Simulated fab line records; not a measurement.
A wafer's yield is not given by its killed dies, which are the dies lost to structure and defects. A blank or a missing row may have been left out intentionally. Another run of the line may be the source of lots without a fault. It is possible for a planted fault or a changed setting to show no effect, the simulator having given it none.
fab line records    flow n5-finfet
[record] lots = 11  wafers = 33  last-day = 16
route steps=1938 shown BEOL_M10@1504
lots that met no fault: from a run of the same line without faults
start-h: start of the lot's first displayed wafer, in hours after the record's first day    wait-h: hours from the lot's prior step to this one    " repeats the value in the row above    L1.1+2: several wafers, shown together as one row    - either no value or no given start    * or withheld: withheld    < > ~ a bound
route shown NAME@n: NAME is a module with steps in the file, n the number in the route of the first one    usual: mean and standard deviation over wafers with no fault    same: alike in all rows    chamber/n: place in a boat    sites: each site's reading    _std_site: the standard deviation of these    _edge_site: inner sites' mean taken away from outer sites' mean    radius-mm: for every site, how far away it sits from the centre of the wafer    mask NAME#n: copy n    behind: tool/chamber where the wafer was last shaped    hold: why the lot went on hold/how many hours it stayed there/how the hold came to an end    device: the n, p or np transistor that did not switch    end of line: the route-end tests of the same wafers    a step without rows: its recipe alone    killed: at the first sort, the dies lost to defects and structure; wafer yield is something else    map: dies across one wafer; x = killed, . = not, _ = none there
set.NAME: setting as actually run; set.NAME@STEP: the setting as run at that earlier step    model.NAME: the simulator's own value behind a step, which no gauge read
a sample of lots followed through the steps of the route, with each step as a table and each wafer as a row
services: from which hour (start-h, from the record's first day; less than 0 if before it) a tool's chamber was out of use, for how many hours, and why
[[steps]]
[step N5_BEOL_M10_INSPECT_30]
[recipe] mode = adi  inspect-instrument = brightfield
[usual] raw-defect-count = 421/91
lot.wafer  tool               chamber  start-h  wait-h  raw-defect-count
L948.2     defect-inspect-01  -        218.36   0.0     240
L948.3     "                  -        "        "       330
L948.4     "                  -        "        "       324
L949.1     defect-inspect-02  -        231.26   0.0     370
L949.2     "                  -        "        "       329
L949.5     "                  -        "        "       503
L951.3     defect-inspect-01  -        240.60   0.0     365
L951.5     "                  -        "        "       354
L951.6     "                  -        "        "       326
L952.1     defect-inspect-01  -        244.84   0.0     474
L952.4     "                  -        "        "       487
L952.5     "                  -        "        "       433
L958.1     defect-inspect-02  -        265.29   0.0     421
L958.3     "                  -        "        "       402
L958.6     "                  -        "        "       414
L956.1     defect-inspect-01  -        272.29   0.0     291
L956.3     "                  -        "        "       473
L956.5     "                  -        "        "       348
L957.2     defect-inspect-01  -        281.78   0.0     280
L957.5     "                  -        "        "       282
L957.6     "                  -        "        "       259
L959.2     defect-inspect-01  -        291.77   0.0     437
L959.5     "                  -        "        "       568
L959.6     "                  -        "        "       490
L962.2     defect-inspect-01  -        306.42   0.0     434
L962.3     "                  -        "        "       431
L962.5     "                  -        "        "       495
L967.1     defect-inspect-01  -        335.62   0.0     334
L967.4     "                  -        "        "       354
L967.6     "                  -        "        "       434
L968.1     defect-inspect-01  -        343.78   0.0     457
L968.2     "                  -        "        "       484
L968.3     "                  -        "        "       359
[step N5_BEOL_M10_STRIP_77]
[recipe] chemistry = N2/H2  time-s = 10  power-w = 450  temp-c = 40  pressure-mtorr = 20  rf-frequency-hz = 6e+07  bias-power-w = 7  n2-flow-sccm = 200  h2-flow-sccm = 200
[usual] drypump-motor-current-A = 5.7/0.45  n2-flow-sccm = 200.1/0.63  oes-product-au = 0.79/0.082  rf-vpp-V = 59.2/0.88  showerhead-plenum-p-Torr = 2.56/0.099  throttle-valve-pct = 23.67/0.29
lot.wafer  tool         chamber  start-h  wait-h  drypump-motor-current-A  n2-flow-sccm  oes-product-au  rf-hours-counter-h  rf-vpp-V  showerhead-plenum-p-Torr  throttle-valve-pct
L948.2     rie-diel-06  2        -        -       5.4                      199.4         0.73            188                 58.8      2.63                      24.07
L948.3     "            3        "        "       6.4                      200.5         0.76            146                 59.3      2.55                      24.26
L948.4     "            1        "        "       5.0                      199.7         0.88            29                  59.8      2.47                      23.29
L949.1     rie-diel-06  0        -        -       5.7                      200.4         0.89            39                  58.4      2.48                      23.55
L949.2     "            3        "        "       6.4                      200.3         0.76            150                 59.1      2.55                      24.29
L949.5     "            3        "        "       6.4                      199.9         0.75            -                   59.7      2.55                      24.27
L951.3     rie-diel-01  1        -        -       5.6                      200.6         0.82            78                  60.4      2.68                      23.41
L951.5     "            0        "        "       5.7                      198.6         0.71            -                   58.4      2.41                      23.91
L951.6     "            1        "        "       5.6                      200.8         0.82            -                   60.1      2.68                      23.42
L952.1     rie-diel-06  0        -        -       5.7                      201.0         0.88            45                  60.0      2.48                      23.55
L952.4     "            3        "        "       6.4                      199.2         0.75            155                 59.2      2.54                      24.27
L952.5     "            0        "        "       5.7                      200.4         0.88            -                   58.3      2.48                      23.53
L958.1     rie-diel-01  3        -        -       6.2                      199.4         0.74            164                 59.3      2.64                      23.73
L958.3     "            2        "        "       5.0                      200.0         1.01            0                   58.6      2.60                      23.61
L958.6     "            3        "        "       6.2                      199.3         0.74            -                   59.0      2.64                      23.73
L956.1     rie-diel-01  0        -        -       5.7                      200.1         0.69            223                 59.1      2.40                      23.92
L956.3     "            2        "        "       5.0                      200.0         0.98            2                   59.5      2.60                      23.62
L956.5     "            2        "        "       5.0                      199.2         0.98            -                   59.2      2.60                      23.63
L957.2     rie-diel-02  0        -        -       5.5                      199.2         0.90            30                  60.1      2.70                      23.45
L957.5     "            3        "        "       5.9                      200.6         0.72            -                   56.7      2.43                      23.39
L957.6     "            0        "        "       5.5                      199.8         0.90            -                   58.9      2.70                      23.45
L959.2     rie-diel-01  0        -        -       5.6                      200.3         0.69            231                 58.7      2.40                      23.93
L959.5     "            0        "        "       5.7                      200.8         0.69            -                   60.7      2.40                      23.94
L959.6     "            1        "        "       5.6                      199.7         0.80            -                   60.1      2.67                      23.45
L962.2     rie-diel-01  1        -        -       5.6                      199.0         0.79            107                 59.2      2.67                      23.45
L962.3     "            2        "        "       5.0                      199.2         0.93            13                  60.0      2.60                      23.65
L962.5     "            1        "        "       5.6                      199.2         0.78            -                   61.0      2.67                      23.45
L967.1     rie-diel-01  2        -        -       5.0                      200.7         0.91            23                  56.8      2.59                      23.66
L967.4     "            3        "        "       6.2                      200.0         0.72            188                 59.0      2.63                      23.76
L967.6     "            3        "        "       6.2                      200.3         0.73            -                   59.7      2.63                      23.76
L968.1     rie-diel-02  1        -        -       6.5                      200.2         0.91            18                  59.7      2.60                      23.53
L968.2     "            0        "        "       5.5                      199.8         0.87            53                  61.3      2.69                      23.49
L968.3     "            3        "        "       5.9                      199.9         0.71            190                 58.3      2.42                      23.42
[step N5_BEOL_M10_DEGAS_44]
[recipe] ambient = vacuum  temp-c = 250  time-s = 60
[usual] heater-power-w = 301/34
lot.wafer  tool            chamber  start-h  wait-h  heater-power-w
L948.2     pvd-sputter-03  -        219.65   0.4     330
L948.3     "               -        "        "       285
L948.4     "               -        "        "       262
L949.1     pvd-sputter-03  -        232.48   0.4     324
L949.2     "               -        "        "       301
L949.5     "               -        "        "       321
L951.3     pvd-sputter-01  -        241.87   0.4     309
L951.5     "               -        "        "       370
L951.6     "               -        "        "       316
L952.1     pvd-sputter-03  -        247.56   0.8     270
L952.4     "               -        "        "       303
L952.5     "               -        "        "       261
L958.1     pvd-sputter-02  -        266.59   0.5     328
L958.3     "               -        "        "       304
L958.6     "               -        "        "       334
L956.1     pvd-sputter-03  -        273.45   0.4     287
L956.3     "               -        "        "       269
L956.5     "               -        "        "       297
L957.2     pvd-sputter-02  -        283.05   0.4     322
L957.5     "               -        "        "       338
L957.6     "               -        "        "       296
L959.2     pvd-sputter-03  -        293.15   0.5     296
L959.5     "               -        "        "       264
L959.6     "               -        "        "       286
L962.2     pvd-sputter-01  -        307.79   0.4     366
L962.3     "               -        "        "       261
L962.5     "               -        "        "       248
L967.1     pvd-sputter-02  -        336.66   0.3     301
L967.4     "               -        "        "       335
L967.6     "               -        "        "       334
L968.1     pvd-sputter-03  -        344.89   0.3     283
L968.2     "               -        "        "       261
L968.3     "               -        "        "       293
[step N5_BEOL_M10_CVD_75]
[recipe] material = Co  target-thk-a = 20  temp-c = withheld  precursor = CCTBA/H2  pressure-torr = 30  time-s = 138.9
[usual] run-length-s = 161.5/0.42
lot.wafer  tool       chamber  start-h  wait-h  run-length-s
L948.2     cvd-co-01  2        220.55   0.3     161.9
L948.3     "          0        "        "       160.8
L948.4     "          1        "        "       161.0
L949.1     cvd-co-01  1        233.03   0.1     161.1
L949.2     "          0        "        "       161.9
L949.5     "          1        "        "       161.3
L951.3     cvd-co-02  2        242.33   0.0     161.6
L951.5     "          2        "        "       161.3
L951.6     "          0        "        "       161.0
L952.1     cvd-co-02  2        248.08   0.0     161.0
L952.4     "          1        "        "       162.4
L952.5     "          2        "        "       161.2
L958.1     cvd-co-01  1        267.22   0.1     161.3
L958.3     "          0        "        "       161.2
L958.6     "          1        "        "       161.5
L956.1     cvd-co-02  2        273.99   0.0     161.4
L956.3     "          0        "        "       161.1
L956.5     "          1        "        "       162.2
L957.2     cvd-co-01  2        283.49   0.0     161.8
L957.5     "          1        "        "       161.3
L957.6     "          0        "        "       161.2
L959.2     cvd-co-01  2        293.83   0.2     161.6
L959.5     "          1        "        "       161.4
L959.6     "          0        "        "       161.0
L962.2     cvd-co-02  2        308.26   0.0     161.3
L962.3     "          0        "        "       161.4
L962.5     "          0        "        "       161.1
L967.1     cvd-co-02  0        337.52   0.1     161.0
L967.4     "          0        "        "       161.6
L967.6     "          1        "        "       165.0
L968.1     cvd-co-02  1        345.84   0.3     161.7
L968.2     "          2        "        "       164.5
L968.3     "          0        "        "       164.5
[[services]]
tool            chamber  start-h  hours  kind
rie-diel-02     1        195.81   5.5    repair
rie-diel-02     3        198.03   6.0    repair
rie-diel-01     2        231.57   -      clean
rie-diel-01     2        231.57   -      consumable-replace:focus-ring
rie-diel-01     2        231.57   32.8   scheduled-down
rie-diel-01     2        231.57   32.8   vent-cycle
rie-diel-02     -        241.53   15.6   pm
cvd-co-01       -        264.18   1.5    repair
rie-diel-06     1        266.28   23.2   repair
rie-diel-02     1        277.02   -      clean
rie-diel-02     1        277.02   -      consumable-replace:focus-ring
rie-diel-02     1        277.02   15.9   scheduled-down
rie-diel-02     1        277.02   15.9   vent-cycle
cvd-co-01       1        333.40   -      clean
cvd-co-01       1        333.40   22.0   scheduled-down
cvd-co-01       1        333.40   22.0   vent-cycle
pvd-sputter-03  -        340.49   2.0    repair
[[key]]
[first-sign] step = N5_BEOL_M10_CVD_75  reading = run-length-s  direction = up  sigmas = 7.4  usual = *  struck = *
effect none on later readings
met-at N5_BEOL_M10_CVD_75
struck-lots L967,L968
struck-wafers L967.6,L968.2,L968.3
not-acting-at N5_BEOL_M10_INSPECT_30,N5_BEOL_M10_STRIP_77,N5_BEOL_M10_DEGAS_44
onset-between 308.26 337.52
[fault] kind = process-parameter-drift  tool = cvd-co-02  chamber = -  onset-h = 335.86  steps = N5_BEOL_M10_CVD_75  channel = time-s  offset = *  shape = step  end-h = 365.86  scope = struck-wafers-only  acts-in = *  stated = *
